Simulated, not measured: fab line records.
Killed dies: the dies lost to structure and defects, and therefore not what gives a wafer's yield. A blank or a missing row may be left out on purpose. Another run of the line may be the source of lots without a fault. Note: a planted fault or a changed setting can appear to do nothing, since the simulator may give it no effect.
Problem report, 8D (eight disciplines) form, completed by code    flow n5-finfet    the parts of the form that need people (team, actions taken, sign-off) are left out
Where a reading is given only as a bound, like >300, the bound stands for it, and a mean or a difference that rests on one is marked > or <: the true number lies beyond.

== 1. WHAT WENT WRONG ==
raw-defect-count at N5_BEOL_M14_INSPECT_30 reads a mean of >296 on 9 wafers of 3 lots; wafers without a fault read 2.0 with a standard deviation of 1.3. So: +99 or more standard deviations from the usual mean.
The step: inspects for defects (macro).
First observed at day 14 04:01: wafer L984.2, on defect-inspect-01. At this step, 30 wafers from 10 lots have a number in the record. Rule for "out", or "out of limits": more than 4 standard deviations from the usual mean. The rest of the wafers with a number are treated as sound.

== 2. WHAT THIS IS AND IS NOT ==
question                     is                                    is not
which readings at this step  raw-defect-count                      -
which lots                   L984, L987, L992                      L977, L980, L981, L982, L985, L996, L997
which wafers of those lots   all that have a number                -
read on which gauges         defect-inspect-01, defect-inspect-02  -
when                         from day 14 04:01                     up to then (12 sound wafers); but 9 sound wafers of L985, L996, L997 came after

== 3. SUSPECTS, AND WHAT RULES EACH OUT ==
Counting: a tool at any process step up to the reading remains a suspect when it ran all the lots that are out and ran no sound lot after the first of those.
- the gauge at N5_BEOL_M14_INSPECT_30 is ruled out. Those wafers that are out were read across 2 gauges (defect-inspect-01, defect-inspect-02).
- rie-diel-02 at N5_BEOL_M14_ETCH_59 (etches BARC in N2/H2, target depth 89 nm, overetch 26.7 nm, time 67.9 s): kept. It processed each lot that is out, first L984 at day 14 03:09, and no sound lot thereafter; up to then, the last sound lot it processed was L982 at day 12 20:21.
After counting, what remains is rie-diel-02 at N5_BEOL_M14_ETCH_59.

== 4. THE CAUSE (what the simulator had put in) ==
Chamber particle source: rie-diel-02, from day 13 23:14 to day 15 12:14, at N5_BEOL_M14_ETCH_59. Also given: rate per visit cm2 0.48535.
Counting left only this tool.

== 5. THE CHAIN OF EFFECTS, in route order ==
Rows list readings where the struck wafers' mean (over those with a number) sits beyond 3 standard deviations from the usual. Only readings whose record carries a usual standard deviation are examined. hours: median over the lots of the time between each lot's start at the first step of this table that gives one and its start at this step. sigmas: the change, counted in usual standard deviations.
hours  step                     reading               usual   on struck wafers  change  sigmas
0      N5_BEOL_M14_INSPECT_30   raw-defect-count      2.0     >296              >+294   +99 or more
27     N5_PASSIVATION_PROBE_49  defect-limited-yield  91.2 %  86.3              -4.9    -3.0
27     N5_PASSIVATION_PROBE_49  killed_at_M4_up       15      90                +75     +12
27     N5_PASSIVATION_PROBE_49  killed-dies           104     161               +57     +3.0
27     N5_PASSIVATION_PROBE_49  killed-on-rim         14      27                +13     +3.2
27     N5_PASSIVATION_PROBE_49  sort_bin_5_function   5.2 %   8.8               +3.6    +3.6
27     N5_PASSIVATION_PROBE_49  sort-n-pass           1076    1019              -57     -3.0
27     N5_PASSIVATION_PROBE_49  sort-yield-pct        91.2 %  86.3              -4.9    -3.0
The process steps in it:
- N5_PASSIVATION_PROBE_49

== 6. HOW IT WOULD HAVE BEEN CAUGHT EARLIER ==
In this record the first reading out of limits at a measuring or inspecting step was taken at day 14 04:01, 5 hours after the fault began at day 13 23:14.
An alarm limit of 4 standard deviations would not have fired on the tool readings at N5_BEOL_M14_ETCH_59 for which the record gives a usual standard deviation, since none of them was out on any struck wafer.
L987, L992, from the lots that are out (3), started N5_BEOL_M14_ETCH_59 on rie-diel-02 later than day 14 04:01. A hold on the tool at that time would have spared those 2.
